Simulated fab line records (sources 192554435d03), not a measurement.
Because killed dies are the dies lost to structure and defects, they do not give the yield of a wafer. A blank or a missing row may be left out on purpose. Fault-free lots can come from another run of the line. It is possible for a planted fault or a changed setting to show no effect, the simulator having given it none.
fab line records -- flow n5-finfet
[record] lots = 7, wafers = 21
route steps=1938 shown BEOL_M0_SAQP@686 BEOL_M0@726 BEOL_M2@867 BEOL_M3@980 BEOL_M5@1139
start-h: hours from the record's opening day to when the first of the lot's shown wafers began -- wait-h: how many hours have passed since the lot's step before this one -- " identical to the entry in the row above -- L1.1+2: a single row standing in for several wafers -- - no value present, or no start provided -- * or withheld: withheld -- < > ~ a bound
route shown NAME@n: NAME is a module with steps in the file, n the number in the route of the first one -- usual: the fault-free wafers' mean and standard deviation -- same: alike in all rows -- chamber/n: place in a boat -- sites: the reading at each site -- _std_site: their standard deviation -- _edge_site: inner sites' mean taken away from outer sites' mean -- radius-mm: for every site, how far away it sits from the centre of the wafer -- mask NAME#n: copy n -- behind: the tool/chamber that last shaped the wafer -- hold: the reason the lot was held/the length of the hold in hours/how it ended -- device: names the non-switching transistor (n, p or np) -- end of line: tests run on the same wafers once the route is complete -- a step given without rows: its recipe and nothing more -- killed: dies that structure and defects cost at the first sort, which is not the same as the wafer's yield -- map: a wafer's dies, marking killed ones x, the rest . and places with no die _
set.NAME: setting as actually run; set.NAME@STEP: the setting as run at that earlier step -- model.NAME: the simulator's own value behind a step, which no gauge read
lots run with intentionally changed settings; tables by step, rows by wafer
[[steps]]
[step N5_BEOL_M0_SAQP_EXPOSE_37]
[recipe] mask-id = M0_CUT1, na = 0.33, source-shape = annular, sigma-inner = 0.35, sigma-outer = 0.8, polarization = unpolarized, target-cd-nm = 30, dose-mj = 44.75
lot.wafer,tool,chamber,start-h,wait-h,mask,set.dose-mj
L074.1+2+3,euv-scanner-02,0,151.85,-,M0_CUT1#0,44.75
L075.1+3+5,euv-scanner-01,0,153.06,-,M0_CUT1#0,44.75
L081.2+3,euv-scanner-01,0,159.92,-,M0_CUT1#0,46.21
L081.4,euv-scanner-01,0,159.92,-,M0_CUT1#0,44.75
L084.3+4,euv-scanner-02,0,171.84,-,M0_CUT1#0,44.75
L084.6,euv-scanner-02,0,171.84,-,M0_CUT1#0,46.51
L085.1+6,euv-scanner-02,0,183.58,-,M0_CUT1#0,42.11
L085.2,euv-scanner-02,0,183.58,-,M0_CUT1#0,44.75
L092.2+3+5,euv-scanner-01,0,220.66,-,M0_CUT1#0,44.75
L094.2+3,euv-scanner-02,0,235.15,-,M0_CUT1#0,46.4
L094.6,euv-scanner-02,0,235.15,-,M0_CUT1#0,44.75
[step N5_BEOL_M0_SAQP_PEB_38]
[recipe] peb-temp-c = 100, peb-time-s = 60, resist = CAR-EUV
[step N5_BEOL_M0_SAQP_DEVELOP_39]
[recipe] develop-time-s = 30, developer = TMAH, resist = CAR-EUV, rinse-liquid = surfactant-rinse, dry = air-spin, dev-temp-c = 23
[step N5_BEOL_M0_SAQP_CD_MEAS_40]
[recipe] target-cd-nm = 30, landing-energy-ev = 500, detector = se-inlens
[usual] cd-nm = 29.96/0.23
lot.wafer,tool,chamber,start-h,wait-h,set.dose-mj@BEOL_M0_SAQP_EXPOSE_37,cd-nm
L074.1,cd-sem-01,0,151.98,-,44.75,29.91
L074.2,cd-sem-01,0,151.98,-,44.75,29.90
L074.3,cd-sem-01,0,151.98,-,44.75,29.59
L075.1,cd-sem-03,0,153.20,-,44.75,29.76
L075.3,cd-sem-03,0,153.20,-,44.75,29.74
L075.5,cd-sem-03,0,153.20,-,44.75,30.05
L081.2,cd-sem-03,0,160.05,-,46.21,30.95
L081.3,cd-sem-03,0,160.05,-,46.21,30.75
L081.4,cd-sem-03,0,160.05,-,44.75,29.84
L084.3,cd-sem-02,0,171.96,-,44.75,29.87
L084.4,cd-sem-02,0,171.96,-,44.75,29.85
L084.6,cd-sem-02,0,171.96,-,46.51,30.86
L085.1,cd-sem-01,0,183.71,-,42.11,28.49
L085.2,cd-sem-01,0,183.71,-,44.75,30.00
L085.6,cd-sem-01,0,183.71,-,42.11,28.81
L092.2,cd-sem-01,0,220.79,-,44.75,29.85
L092.3,cd-sem-01,0,220.79,-,44.75,29.84
L092.5,cd-sem-01,0,220.79,-,44.75,30.18
L094.2,cd-sem-02,0,235.28,-,46.4,30.88
L094.3,cd-sem-02,0,235.28,-,46.4,30.50
L094.6,cd-sem-02,0,235.28,-,44.75,29.90
[step N5_BEOL_M0_SAQP_DESCUM_45]
[recipe] chemistry = O2, time-s = 7, source-power-w = 50, bias-power-w = 20, pressure-mtorr = 20, rf-frequency-hz = 2.712e+07, temp-c = 40, resist = CAR-EUV, o2-flow-sccm = 225
lot.wafer,tool,chamber,start-h,wait-h,set.dose-mj@BEOL_M0_SAQP_EXPOSE_37,model.BEOL_M0_SAQP.cd-nm
L074.1,rie-diel-02,0,152.11,0.0,44.75,29.8
L074.2+3,rie-diel-02,"1,3",152.11,0.0,44.75,30
L075.1+3+5,rie-diel-05,"0,1,1",153.71,0.4,44.75,29.8
L081.2+3,rie-diel-05,"1,0",160.17,0.0,46.21,30.6
L081.4,rie-diel-05,2,160.17,0.0,44.75,29.8
L084.3+4,rie-diel-04,"2,0",172.08,0.0,44.75,30
L084.6,rie-diel-04,0,172.08,0.0,46.51,30.8
L085.1,rie-diel-05,2,183.85,0.1,42.11,28.6
L085.2,rie-diel-05,0,183.85,0.1,44.75,30
L085.6,rie-diel-05,0,183.85,0.1,42.11,28.4
L092.2+3,rie-diel-04,"0,2",220.91,0.0,44.75,29.8
L092.5,rie-diel-04,0,220.91,0.0,44.75,30
L094.2+3,rie-diel-05,"3,0",235.40,0.0,46.4,30.6
L094.6,rie-diel-05,0,235.40,0.0,44.75,29.8
[step N5_BEOL_M0_SAQP_ETCH_88]
[recipe] chemistry = N2/H2, target = underlayer, target-depth-a = 65, time-s = 5.2, ion-energy-ev = 200, mask-material = CAR-EUV, pressure-mtorr = 30, source-w = 840, bias-w = 150, n2-flow-sccm = 200, h2-flow-sccm = 200, ends = cleared
lot.wafer,tool,chamber,start-h,wait-h,set.dose-mj@BEOL_M0_SAQP_EXPOSE_37,model.BEOL_M0_SAQP.cd-nm
L074.1,rie-diel-02,0,152.14,0.0,44.75,29.8
L074.2+3,rie-diel-02,"1,3",152.14,0.0,44.75,30
L075.1+5,rie-diel-05,"0,1",153.75,0.0,44.75,29.8
L075.3,rie-diel-05,1,153.75,0.0,44.75,30
L081.2+3,rie-diel-05,"1,0",160.20,0.0,46.21,30.6
L081.4,rie-diel-05,2,160.20,0.0,44.75,29.8
L084.3+4,rie-diel-04,"2,0",172.12,0.0,44.75,30
L084.6,rie-diel-04,0,172.12,0.0,46.51,30.8
L085.1+6,rie-diel-05,"2,0",183.89,0.0,42.11,28.6
L085.2,rie-diel-05,0,183.89,0.0,44.75,30
L092.2+3,rie-diel-04,"0,2",220.94,0.0,44.75,29.8
L092.5,rie-diel-04,0,220.94,0.0,44.75,30
L094.2+3,rie-diel-05,"3,0",235.43,0.0,46.4,30.6
L094.6,rie-diel-05,0,235.43,0.0,44.75,29.8
[step N5_BEOL_M0_SAQP_CUT_ETCH_46]
[recipe] chemistry = N2/H2, target = SOC, target-depth-a = 1350, overetch-a = 270, temp-c = 40, time-s = 202.5, ion-energy-ev = 200, mask-material = SiARC, pressure-mtorr = 30, source-w = 840, bias-w = 150, n2-flow-sccm = 200, h2-flow-sccm = 200
[usual] rf-vpp-V = 524.1/2.4
lot.wafer,tool,chamber,start-h,wait-h,set.source-w,set.dose-mj@BEOL_M0_SAQP_EXPOSE_37,rf-vpp-V,model.SiARC_of_BEOL_M0_SAQP_COAT_72.thk-nm,model.BEOL_M0_SAQP.cd-nm
L074.1,rie-diel-02,0,152.19,0.0,840,44.75,520.7,5.2,30.2
L074.2,rie-diel-02,1,152.19,0.0,840,44.75,525.6,5.4,30
L074.3,rie-diel-02,3,152.19,0.0,840,44.75,524.1,5.2,29.8
L075.1,rie-diel-05,0,153.80,0.0,840,44.75,523.3,5,29.8
L075.3,rie-diel-05,1,153.80,0.0,979.6,44.75,499.8,3.8,30.2
L075.5,rie-diel-05,1,153.80,0.0,979.6,44.75,499.1,4,30
L081.2,rie-diel-05,1,160.25,0.0,840,46.21,526.9,4.8,30.2
L081.3,rie-diel-05,0,160.25,0.0,756.9,46.21,541.0,5.6,30.2
L081.4,rie-diel-05,2,160.25,0.0,840,44.75,523.5,5,29.8
L084.3,rie-diel-04,2,172.17,0.0,840,44.75,523.2,5.2,29.8
L084.4,rie-diel-04,0,172.17,0.0,751.5,44.75,543.7,6,29.2
L084.6,rie-diel-04,0,172.17,0.0,751.5,46.51,542.8,6,30.2
L085.1,rie-diel-05,2,183.94,0.0,840,42.11,524.6,5,28.6
L085.2,rie-diel-05,0,183.94,0.0,840,44.75,524.9,5,30
L085.6,rie-diel-05,0,183.94,0.0,840,42.11,523.1,5,28.4
L092.2,rie-diel-04,0,220.99,0.0,840,44.75,522.6,5.6,29.2
L092.3,rie-diel-04,2,220.99,0.0,840,44.75,522.0,5,29.6
L092.5,rie-diel-04,0,220.99,0.0,840,44.75,525.3,5.8,29.4
L094.2,rie-diel-05,3,235.48,0.0,721.5,46.4,556.6,5.8,29.6
L094.3,rie-diel-05,0,235.48,0.0,721.5,46.4,550.1,6,30
L094.6,rie-diel-05,0,235.48,0.0,721.5,44.75,549.8,6,29
[step N5_BEOL_M0_ETCH_109]
[recipe] chemistry = CH3F/O2, target-depth-a = 80, overetch-a = 24, target = SiCN, time-s = 27.4, ion-energy-ev = 120, pressure-mtorr = 30, source-w = 395, bias-w = 75, Ar_flow_sccm = 150, CH3F_flow_sccm = 30, O2_flow_sccm = 20
[usual] rf-vpp-V = 296.6/1.3
lot.wafer,tool,chamber,start-h,wait-h,set.bias-w,rf-vpp-V
L074.1,rie-diel-01,2,155.05,0.0,75,296.0
L074.2,rie-diel-01,1,155.05,0.0,75,294.9
L074.3,rie-diel-01,0,155.05,0.0,75,296.2
L075.1,rie-diel-01,1,156.35,0.0,66.51,276.1
L075.3,rie-diel-01,0,156.35,0.0,75,296.8
L075.5,rie-diel-01,1,156.35,0.0,66.51,275.0
L081.2,rie-diel-01,2,162.95,0.0,75,296.4
L081.3,rie-diel-01,3,162.95,0.0,80.23,309.0
L081.4,rie-diel-01,3,162.95,0.0,80.23,308.0
L084.3,rie-diel-01,0,176.32,0.0,75,295.2
L084.4,rie-diel-01,3,176.32,0.0,75,297.3
L084.6,rie-diel-01,0,176.32,0.0,64.44,270.5
L085.1,rie-diel-06,3,186.27,0.0,68.93,282.4
L085.2,rie-diel-06,2,186.27,0.0,75,297.3
L085.6,rie-diel-06,2,186.27,0.0,75,297.1
L092.2,rie-diel-01,0,230.61,0.4,75,296.6
L092.3,rie-diel-01,3,230.61,0.4,83.63,317.3
L092.5,rie-diel-01,0,230.61,0.4,83.63,316.2
L094.2,rie-diel-01,3,240.49,0.5,75,296.3
L094.3,rie-diel-01,1,240.49,0.5,78.88,306.0
L094.6,rie-diel-01,1,240.49,0.5,75,296.6
[step N5_BEOL_M2_COAT_67]
[recipe] resist = SOC, temp-c = 250, time-s = 60, spin-rpm = 1500, resist-thk-nm = 60
lot.wafer,tool,chamber,start-h,wait-h,set.spin-rpm,model.SOC_of_BEOL_M2_COAT_67.thk-nm
L074.1+3,litho-track-01,0,166.77,0.0,1500,60.2
L074.2,litho-track-01,0,166.77,0.0,1500,60
L075.1,litho-track-05,0,169.81,0.0,1500,60
L075.3,litho-track-05,0,169.81,0.0,1434,61.6
L075.5,litho-track-05,0,169.81,0.0,1434,61.2
L081.2,litho-track-05,0,180.48,0.0,1543,59.2
L081.3,litho-track-05,0,180.48,0.0,1543,59
L081.4,litho-track-05,0,180.48,0.0,1500,60
L084.3,litho-track-05,0,190.26,0.0,1500,60.2
L084.4+6,litho-track-05,0,190.26,0.0,1500,60
L085.1,litho-track-04,0,201.43,0.0,1593,58.2
L085.2,litho-track-04,0,201.43,0.0,1593,58.4
L085.6,litho-track-04,0,201.43,0.0,1500,60
L092.2+3,litho-track-04,0,246.03,0.0,1500,60
L092.5,litho-track-04,0,246.03,0.0,1594,58.2
L094.2+3,litho-track-04,0,254.40,0.0,1500,60.2
L094.6,litho-track-04,0,254.40,0.0,1500,60.4
[step N5_BEOL_M2_EXPOSE_25]
[recipe] mask-id = V1, na = 0.33, source-shape = quasar, sigma-inner = 0.2, sigma-outer = 0.8, polarization = unpolarized, defocus-nm = 5, dose-mj = 63
lot.wafer,tool,chamber,start-h,wait-h,mask,set.dose-mj
L074.1+2+3,euv-scanner-01,0,167.04,-,V1#0,63
L075.1+3+5,euv-scanner-01,0,169.95,-,V1#0,63
L081.2+3+4,euv-scanner-02,0,180.75,-,V1#0,63
L084.3,euv-scanner-01,0,190.42,-,V1#0,63
L084.4+6,euv-scanner-01,0,190.42,-,V1#0,60.79
L085.1,euv-scanner-01,0,201.56,-,V1#0,66.3
L085.2+6,euv-scanner-01,0,201.56,-,V1#0,63
L092.2+3,euv-scanner-02,0,246.18,-,V1#0,63
L092.5,euv-scanner-02,0,246.18,-,V1#0,65.02
L094.2+3,euv-scanner-01,0,254.67,-,V1#0,63
L094.6,euv-scanner-01,0,254.67,-,V1#0,60.36
[step N5_BEOL_M2_PEB_26]
[recipe] peb-temp-c = 100, peb-time-s = 60, resist = CAR-EUV
[step N5_BEOL_M2_DEVELOP_27]
[recipe] develop-time-s = 30, developer = TMAH, resist = CAR-EUV, rinse-liquid = surfactant-rinse, dry = air-spin, dev-temp-c = 23
[step N5_BEOL_M2_CD_MEAS_28]
[recipe] target-cd-nm = 26.2, landing-energy-ev = 500, detector = se-inlens, target-cd-y-nm = 24.1, polarity = opening
[usual] cd-nm = 26.22/0.22
lot.wafer,tool,chamber,start-h,wait-h,set.dose-mj@BEOL_M2_EXPOSE_25,cd-nm
L074.1,cd-sem-02,0,167.18,-,63,26.32
L074.2,cd-sem-02,0,167.18,-,63,26.33
L074.3,cd-sem-02,0,167.18,-,63,26.50
L075.1,cd-sem-03,0,170.09,-,63,26.31
L075.3,cd-sem-03,0,170.09,-,63,25.92
L075.5,cd-sem-03,0,170.09,-,63,26.27
L081.2,cd-sem-01,0,180.89,-,63,26.09
L081.3,cd-sem-01,0,180.89,-,63,26.16
L081.4,cd-sem-01,0,180.89,-,63,25.78
L084.3,cd-sem-03,0,190.55,-,63,26.11
L084.4,cd-sem-03,0,190.55,-,60.79,25.54
L084.6,cd-sem-03,0,190.55,-,60.79,25.31
L085.1,cd-sem-03,0,201.71,-,66.3,27.25
L085.2,cd-sem-03,0,201.71,-,63,26.28
L085.6,cd-sem-03,0,201.71,-,63,25.90
L092.2,cd-sem-03,0,246.32,-,63,26.17
L092.3,cd-sem-03,0,246.32,-,63,26.17
L092.5,cd-sem-03,0,246.32,-,65.02,26.67
L094.2,cd-sem-01,0,254.81,-,63,26.44
L094.3,cd-sem-01,0,254.81,-,63,26.36
L094.6,cd-sem-01,0,254.81,-,60.36,25.29
[step N5_BEOL_M2_ALD_98]
[recipe] material = SiO2, target-thk-a = 25, temp-c = 100, ald-precursor-family = BDEAS, ald-co-reactant = O2-plasma, pulse-time-s = 1, co-reactant-pulse-time-s = 1, purge-time-s = 2, co-reactant-purge-time-s = 2, ald-cycles = 17, pressure-torr = 2
[step N5_BEOL_M2_ETCHBACK_99]
[recipe] chemistry = CHF3, target = SiO2, target-depth-a = 50, time-s = 10.4, source-w = 215, bias-w = 47, Ar_flow_sccm = 200, CHF3_flow_sccm = 12, ion-energy-ev = 100, pressure-mtorr = 30
[step N5_BEOL_M2_ETCH_70]
[recipe] chemistry = N2/H2, target = SOC, target-depth-a = 800, overetch-a = 240, mask-material = SiARC, temp-c = 40, time-s = 130, ion-energy-ev = 200, pressure-mtorr = 30, source-w = 840, bias-w = 150, n2-flow-sccm = 200, h2-flow-sccm = 200
lot.wafer,tool,chamber,start-h,wait-h,set.spin-rpm@BEOL_M2_COAT_67,model.etch.depth-nm
L074.1,rie-diel-01,3,169.71,0.0,1500,60.29
L074.2,rie-diel-01,2,169.71,0.0,1500,59.94
L074.3,rie-diel-01,0,169.71,0.0,1500,60.15
L075.1,rie-diel-01,3,175.68,0.0,1500,60.01
L075.3,rie-diel-01,0,175.68,0.0,1434,61.64
L075.5,rie-diel-01,3,175.68,0.0,1434,61.29
L081.2,rie-diel-01,3,185.52,0.0,1543,59.25
L081.3,rie-diel-01,0,185.52,0.0,1543,59.03
L081.4,rie-diel-01,2,185.52,0.0,1500,60.06
L084.3,rie-diel-01,1,199.62,0.0,1500,60.24
L084.4,rie-diel-01,2,199.62,0.0,1500,60.06
L084.6,rie-diel-01,0,199.62,0.0,1500,60.02
L085.1,rie-diel-01,3,205.53,0.0,1593,58.13
L085.2,rie-diel-01,1,205.53,0.0,1593,58.3
L085.6,rie-diel-01,3,205.53,0.0,1500,60.04
L092.2,rie-diel-01,1,267.48,0.0,1500,60.02
L092.3,rie-diel-01,3,267.48,0.0,1500,59.93
L092.5,rie-diel-01,3,267.48,0.0,1594,58.17
L094.2,rie-diel-01,3,267.91,0.0,1500,60.25
L094.3,rie-diel-01,1,267.91,0.0,1500,60.24
L094.6,rie-diel-01,2,267.91,0.0,1500,60.4
[step N5_BEOL_M2_STRIP_71]
[recipe] chemistry = N2/H2, temp-c = 40, n2-flow-sccm = 200, h2-flow-sccm = 200, rf-frequency-hz = 6e+07
[step N5_BEOL_M2_STRIP_78]
[recipe] chemistry = N2/H2, temp-c = 40, n2-flow-sccm = 200, h2-flow-sccm = 200, rf-frequency-hz = 6e+07
[step N5_BEOL_M2_VIA_ETCH_34]
[recipe] chemistry = C4F6/O2, target-depth-a = 694, mask-material = SOC, pressure-mtorr = 15, ion-energy-ev = 250, taper-deg = 4, time-s = 65.9, source-w = 350, bias-w = 170, Ar_flow_sccm = 300, C4F6_flow_sccm = 10, O2_flow_sccm = 10
lot.wafer,tool,chamber,start-h,wait-h,set.spin-rpm@BEOL_M2_COAT_67,model.SOC_of_BEOL_M2_COAT_67.thk-nm
L074.1+2+3,rie-diel-01,"3,2,0",169.82,0.0,1500,52
L075.1,rie-diel-01,3,175.78,0.0,1500,51.8
L075.3,rie-diel-01,0,175.78,0.0,1434,53.6
L075.5,rie-diel-01,3,175.78,0.0,1434,53
L081.2,rie-diel-01,3,185.62,0.0,1543,51
L081.3,rie-diel-01,0,185.62,0.0,1543,50.8
L081.4,rie-diel-01,2,185.62,0.0,1500,51.8
L084.3,rie-diel-01,1,199.73,0.0,1500,52.4
L084.4,rie-diel-01,2,199.73,0.0,1500,52.2
L084.6,rie-diel-01,0,199.73,0.0,1500,52
L085.1,rie-diel-01,3,205.63,0.0,1593,49.8
L085.2,rie-diel-01,1,205.63,0.0,1593,50.2
L085.6,rie-diel-01,3,205.63,0.0,1500,51.8
L092.2,rie-diel-01,1,267.59,0.0,1500,52
L092.3,rie-diel-01,3,267.59,0.0,1500,51.8
L092.5,rie-diel-01,3,267.59,0.0,1594,50
L094.2,rie-diel-01,3,268.02,0.0,1500,52
L094.3,rie-diel-01,1,268.02,0.0,1500,52.2
L094.6,rie-diel-01,2,268.02,0.0,1500,52.4
[step N5_BEOL_M3_TRENCH_ETCH_37]
[recipe] chemistry = C4F6/O2, target-depth-a = 555.55, target = SiOC, time-s = 29.2, ion-energy-ev = 250, pressure-mtorr = 30, source-w = 355, bias-w = 185, Ar_flow_sccm = 300, C4F6_flow_sccm = 10, O2_flow_sccm = 10
[usual] rf-vpp-V = 670/7.6
lot.wafer,tool,chamber,start-h,wait-h,set.bias-w,rf-vpp-V
L074.1,rie-diel-04,0,-,-,185,677
L074.2,rie-diel-04,3,-,-,185,674
L074.3,rie-diel-04,1,-,-,185,674
L075.1,rie-diel-04,2,-,-,193.7,685
L075.3,rie-diel-04,1,-,-,185,674
L075.5,rie-diel-04,0,-,-,193.7,702
L081.2,rie-diel-02,2,-,-,214.5,754
L081.3,rie-diel-02,1,-,-,185,666
L081.4,rie-diel-02,0,-,-,214.5,756
L084.3,rie-diel-05,1,-,-,185,664
L084.4,rie-diel-05,3,-,-,168.7,636
L084.6,rie-diel-05,0,-,-,168.7,627
L085.1,rie-diel-05,3,-,-,185,682
L085.2,rie-diel-05,1,-,-,185,665
L085.6,rie-diel-05,1,-,-,185,663
L092.2,rie-diel-05,2,-,-,185,654
L092.3,rie-diel-05,0,-,-,211.2,749
L092.5,rie-diel-05,3,-,-,185,682
L094.2,rie-diel-02,3,-,-,208.9,734
L094.3,rie-diel-02,2,-,-,185,671
L094.6,rie-diel-02,3,-,-,185,668
[step N5_BEOL_M3_ETCH_41]
[recipe] chemistry = CH3F/O2, target = SiCN, target-depth-a = 299, taper-deg = 2, time-s = 52.5, ion-energy-ev = 120, mask-material = TiN, pressure-mtorr = 30, source-w = 395, bias-w = 75, Ar_flow_sccm = 150, CH3F_flow_sccm = 30, O2_flow_sccm = 20
lot.wafer,tool,chamber,start-h,wait-h,set.target-depth-a,model.etch.depth-nm
L074.1,rie-diel-04,0,-,-,299,18.86
L074.2,rie-diel-04,3,-,-,299,20.16
L074.3,rie-diel-04,1,-,-,299,19.58
L075.1,rie-diel-04,2,-,-,277.5,17.84
L075.3,rie-diel-04,1,-,-,299,19.62
L075.5,rie-diel-04,0,-,-,299,18.91
L081.2,rie-diel-02,2,-,-,299,19.7
L081.3,rie-diel-02,1,-,-,299,19.42
L081.4,rie-diel-02,0,-,-,299,19.36
L084.3,rie-diel-05,1,-,-,320.3,21.34
L084.4,rie-diel-05,3,-,-,320.3,21.46
L084.6,rie-diel-05,0,-,-,299,19.64
L085.1,rie-diel-05,3,-,-,299,19.6
L085.2,rie-diel-05,1,-,-,333.4,22.21
L085.6,rie-diel-05,1,-,-,299,20.02
L092.2,rie-diel-05,2,-,-,299,19.55
L092.3,rie-diel-05,0,-,-,299,19.45
L092.5,rie-diel-05,3,-,-,299,19.83
L094.2,rie-diel-02,3,-,-,269.2,18.46
L094.3,rie-diel-02,2,-,-,299,20.22
L094.6,rie-diel-02,3,-,-,299,20.58
[step N5_BEOL_M5_COAT_65]
[recipe] resist = SOC, temp-c = 250, time-s = 60, spin-rpm = 1500, resist-thk-nm = 60
lot.wafer,tool,chamber,start-h,wait-h,set.spin-rpm,model.SOC_of_BEOL_M5_COAT_65.thk-nm
L074.1+2,litho-track-01,0,205.28,2.3,1500,59.6
L074.3,litho-track-01,0,205.28,2.3,1500,60
L075.1,litho-track-05,0,210.64,2.9,1500,59.8
L075.3,litho-track-05,0,210.64,2.9,1581,58.4
L075.5,litho-track-05,0,210.64,2.9,1500,60
L081.2+3,litho-track-03,0,220.00,1.5,1500,60.2
L081.4,litho-track-03,0,220.00,1.5,1500,60
L084.3,litho-track-03,0,252.22,0.2,1588,58.2
L084.4+6,litho-track-03,0,252.22,0.2,1500,59.8
L085.1+2,litho-track-01,0,257.49,3.3,1500,60
L085.6,litho-track-01,0,257.49,3.3,1500,60.2
L092.2+5,litho-track-03,0,303.32,2.0,1500,59.8
L092.3,litho-track-03,0,303.32,2.0,1500,60
L094.2+3,litho-track-01,0,310.54,0.8,1500,60
L094.6,litho-track-01,0,310.54,0.8,1570,58.8
[[key]]
[split] step = N5_BEOL_M0_SAQP_EXPOSE_37, setting = dose-mj, stated = 44.75, by = wafer
[response] step = N5_BEOL_M0_SAQP_CD_MEAS_40, reading = cd-nm, change = +0.243, per = 1%, r = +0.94
[response] step = N5_BEOL_M0_SAQP_DESCUM_45, reading = model.BEOL_M0_SAQP.cd-nm, change = +0.236, per = 1%, r = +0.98
[response] step = N5_BEOL_M0_SAQP_ETCH_88, reading = model.BEOL_M0_SAQP.cd-nm, change = +0.228, per = 1%, r = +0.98
[response] step = N5_BEOL_M0_SAQP_CUT_ETCH_46, reading = model.BEOL_M0_SAQP.cd-nm, change = +0.213, per = 1%, r = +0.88
[split] step = N5_BEOL_M0_SAQP_CUT_ETCH_46, setting = source-w, stated = 840, by = wafer
[response] step = N5_BEOL_M0_SAQP_CUT_ETCH_46, reading = rf-vpp-V, change = -1.58, per = 1%, r = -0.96
[response] step = N5_BEOL_M0_SAQP_CUT_ETCH_46, reading = model.SiARC_of_BEOL_M0_SAQP_COAT_72.thk-nm, change = -0.0693, per = 1%, r = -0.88
[split] step = N5_BEOL_M0_ETCH_109, setting = bias-w, stated = 75, by = wafer
[response] step = N5_BEOL_M0_ETCH_109, reading = rf-vpp-V, change = +1.82, per = 1%, r = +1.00
[split] step = N5_BEOL_M2_COAT_67, setting = spin-rpm, stated = 1500, by = wafer
[response] step = N5_BEOL_M2_COAT_67, reading = model.SOC_of_BEOL_M2_COAT_67.thk-nm, change = -0.29, per = 1%, r = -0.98
[response] step = N5_BEOL_M2_ETCH_70, reading = model.etch.depth-nm, change = -0.301, per = 1%, r = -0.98
[response] step = N5_BEOL_M2_VIA_ETCH_34, reading = model.SOC_of_BEOL_M2_COAT_67.thk-nm, change = -0.306, per = 1%, r = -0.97
[split] step = N5_BEOL_M2_EXPOSE_25, setting = dose-mj, stated = 63, by = wafer
[response] step = N5_BEOL_M2_CD_MEAS_28, reading = cd-nm, change = +0.218, per = 1%, r = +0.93
[split] step = N5_BEOL_M3_TRENCH_ETCH_37, setting = bias-w, stated = 185, by = wafer
[response] step = N5_BEOL_M3_TRENCH_ETCH_37, reading = rf-vpp-V, change = +5.23, per = 1%, r = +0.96
[split] step = N5_BEOL_M3_ETCH_41, setting = target-depth-a, stated = 299, by = wafer
[response] step = N5_BEOL_M3_ETCH_41, reading = model.etch.depth-nm, change = +0.208, per = 1%, r = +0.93
[split] step = N5_BEOL_M5_COAT_65, setting = spin-rpm, stated = 1500, by = wafer
[response] step = N5_BEOL_M5_COAT_65, reading = model.SOC_of_BEOL_M5_COAT_65.thk-nm, change = -0.27, per = 1%, r = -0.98
